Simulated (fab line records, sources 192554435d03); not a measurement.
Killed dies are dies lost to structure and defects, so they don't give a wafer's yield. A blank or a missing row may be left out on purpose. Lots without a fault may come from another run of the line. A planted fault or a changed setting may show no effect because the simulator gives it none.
A struck lot beside a sound one | flow n5_finfet | 38 steps out of a route of 1938
Sound: wafers L760.2, L760.3, L760.5. Struck: wafers L770.1, L770.2, L770.3. The cause comes at the end.
At each step with rows: each side's tool, then ch and its chambers, then its first start. Under that, the readings that differ: sound wafers | struck wafers | difference of the means | sigmas: that difference in standard deviations of wafers without a fault.
alike: readings whose means differ by less than 2 such deviations, and words and numbers that are the same on both sides. not compared: withheld readings, readings that some wafer has no value for, bounds like >300 that may hide the same value, and numbers for which the record gives no deviation and whose values overlap.
The two part at a step that has a row with sigmas, a row that says differs or no value, or rows on one side only. Numbers that don't overlap but have no deviation are shown without sigmas and don't part them. A reading that every wafer of one side lacks parts them only if that side has two wafers or more.

first, 9 steps without rows for these wafers: N5_BEOL_M13_SOFTBAKE_23 (time 60 s); N5_BEOL_M13_EXPOSE_25 (exposes mask M13, target cd 210 nm); N5_BEOL_M13_PEB_26 (peb time 90 s); N5_BEOL_M13_DEVELOP_27 (develop time 45 s); N5_BEOL_M13_HARDBAKE_32 (time 120 s); N5_BEOL_M13_DESCUM_33 (chemistry O2, time 7.9 s); N5_BEOL_M13_ETCH_67 (etches SiARC in CF4, target depth 143 nm, time 238.3 s); N5_BEOL_M13_ETCH_68 (etches SOC in N2/H2, time 355 s); N5_BEOL_M13_STRIP_69 (strips in N2/H2).
N5_BEOL_M13_TRENCH_ETCH_34: etches SiOC in C4F8/O2/Ar, target depth 413.47 nm, time 162.6 s.
  sound on rie_diel-01 ch 1,3, day 13 08:25; struck on rie_diel-01 ch 0,1,2, day 15 21:28
  reading               | sound          | struck         | difference | sigmas
  oes_product_au (a.u.) | 0.68 0.68 0.68 | 0.83 0.96 0.93 | +0.23      | +2
  alike: drypump_motor_current_A, rf_vpp_V, showerhead_plenum_p_Torr, throttle_valve_pct
  not compared: rf_hours_counter_h, model.etch.depth_nm
then, 1 step without rows for these wafers: N5_BEOL_M13_STRIP_70 (strips in C4F8/O2/Ar).
N5_BEOL_M13_OCD_MEAS_35:
  sound on ocd-01, day 13 08:35; struck on ocd-02, day 15 21:38
  alike: trench_depth_nm
then, 11 steps without rows for these wafers: N5_BEOL_M13_STRIP_37 (strips in N2/H2); N5_BEOL_M13_ETCH_38 (etches SiCN in CF4/N2, target depth 67.5 nm, time 71.9 s); N5_BEOL_M13_PRECLEAN_39 (cleans in residue remover, time 60 s); N5_BEOL_M13_SRD_40 (time 30 s, dry time 30 s); N5_BEOL_M13_DEGAS_41 (time 60 s); N5_BEOL_M13_PRE_CLEAN_42 (time 30 s); N5_BEOL_M13_SPUTTER_43 (material TaN, target thk 15 nm, time 24.19 s); N5_BEOL_M13_SPUTTER_44 (material Ta, target thk 10 nm, time 16.13 s); N5_BEOL_M13_SPUTTER_45 (material Cu, target thk 80 nm, time 13.33 s); N5_BEOL_M13_ECD_47 (material Cu, target thk 936 nm); N5_BEOL_M13_ANNEAL_48 (time 90 s).
N5_BEOL_M13_CMP_49: polishes, stops on SiOC, t overpolish 17.1 s, target thk 420 nm.
  sound on cmp-01 ch 0,2,3, day 13 12:57; struck on cmp-01 ch 1,2,3, day 16 02:07
  alike: barrier_field_endpoint_s, motor_current_A, overpolish_run_s
  not compared: model.Cu_of_BEOL_M13_ECD_47.thk_nm
N5_BEOL_M13_THK_MEAS_50: measures by xrf.
  sound on film_metro-02, day 13 13:10; struck on film_metro-01, day 16 02:24
  reading      | sound       | struck      | difference | sigmas
  M13_THK (nm) | 395 406 404 | 379 390 391 | -15        | -2
then, 2 steps without rows for these wafers: N5_BEOL_M13_PRE_CLEAN_52 (time 15 s); N5_BEOL_M13_DEP_53 (deposits SiCN from 3MS/NH3, target thk 50 nm, time 17.8 s).
N5_BEOL_M13_RS_MEAS_54: measures by four-point-probe.
  sound on film_metro-01, day 13 13:18; struck on film_metro-02, day 16 02:32
  reading         | sound                | struck               | difference | sigmas
  M13_RS (ohm/sq) | 0.0472 0.0458 0.0459 | 0.0489 0.0472 0.0473 | +0.0015    | +2
then, 9 steps without rows for these wafers: N5_BEOL_M14_ILD_DEP_00 (deposits SiO2 from TEOS/O2, target thk 1119.3 nm, time 237.4 s); N5_BEOL_M14_COAT_58 (time 60 s, resist thk 89 nm); N5_BEOL_M14_COAT_04 (resist thk 800 nm); N5_BEOL_M14_EBR_06; N5_BEOL_M14_SOFTBAKE_05 (time 60 s); N5_BEOL_M14_EXPOSE_07 (exposes mask V13); N5_BEOL_M14_PEB_08 (peb time 90 s); N5_BEOL_M14_DEVELOP_09 (develop time 45 s); N5_BEOL_M14_HARDBAKE_14 (time 120 s).
N5_BEOL_M15_RC_MEAS_101:
  sound on prober-01 ch 0, day 14 06:06; struck on prober-01 ch 0, day 16 20:31
  alike: COMB_M10, COMB_M11, COMB_M12, COMB_M13, COMB_M14, COMB_M15, COMB_M5, COMB_M6, COMB_M6_max_site, COMB_M7, COMB_M8, COMB_M8_max_site, COMB_M9, COMB_M9_max_site, SERP_M10, SERP_M11, SERP_M12, SERP_M13, SERP_M13_max_site, SERP_M14, SERP_M5, SERP_M5_max_site, SERP_M6, SERP_M7, SERP_M8, SERP_M9

WHERE THEY PART
First at N5_BEOL_M13_TRENCH_ETCH_34; last, within this record, at N5_BEOL_M13_RS_MEAS_54. Later steps at which nothing parts them and some readings are alike: N5_BEOL_M15_RC_MEAS_101.

WHY: what the simulator had put in
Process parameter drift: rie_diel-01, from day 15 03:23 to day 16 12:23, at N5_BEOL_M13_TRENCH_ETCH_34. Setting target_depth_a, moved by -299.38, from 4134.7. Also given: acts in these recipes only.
